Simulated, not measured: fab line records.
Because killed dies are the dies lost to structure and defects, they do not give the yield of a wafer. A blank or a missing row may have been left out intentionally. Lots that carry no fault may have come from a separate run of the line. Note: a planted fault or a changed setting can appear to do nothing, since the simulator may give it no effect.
Matching of chambers | flow n5Finfet | N5_SDB_ALD_29 on aldSin-03 has 4 sister chambers
The step deposits SiNx, target thk 30 nm, pulse time 1 s, ald cycles 600. 4 wafers are shown with their chamber, then 10 later ones without.

WAFERS, EACH WITH ITS CHAMBER
wafer  | chamber | heaterPowerW (W)
L087.3 | 0       | 727
L087.6 | 2       | 957
L089.3 | 3       | 844
L089.4 | 1       | 815

WAFERS WITHOUT THEIR CHAMBER
wafer  | heaterPowerW (W)
L089.5 | 948
L095.1 | 778
L095.3 | 719
L095.5 | 807
L096.1 | 716
L096.2 | 960
L096.5 | 954
L097.1 | 725
L097.2 | 789
L097.4 | 787

WHICH CHAMBER EACH ONE RAN IN
wafer  | from the rows above          | in truth
L089.5 | 2                            | 2
L095.1 | can't be placed: 1 or 0 or 3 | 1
L095.3 | 0                            | 0
L095.5 | can't be placed: 1 or 3      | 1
L096.1 | 0                            | 0
L096.2 | 2                            | 2
L096.5 | 2                            | 2
L097.1 | 0                            | 0
L097.2 | can't be placed: 1 or 3      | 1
L097.4 | can't be placed: 1 or 3 or 0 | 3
Correct placement for 6 of the 10. Cannot be placed on the basis of these rows: 4; the candidates contain the true chamber in 4. 0 placed wrongly.
How it was worked out, from the rows above alone: a wafer's distance from a chamber is the root of the sum, over the readings, of the square of ((its reading less the chamber's mean) divided by the reading's scatter). If the next closest chamber is less than 2 further off than the closest, the wafer can't be placed; otherwise it belongs to the closest. A chamber's mean is the mean of its shown wafers. The scatter (one wafer shown for each chamber): square how far every hidden wafer sits from the nearest shown wafer, average those squares and take the square root.
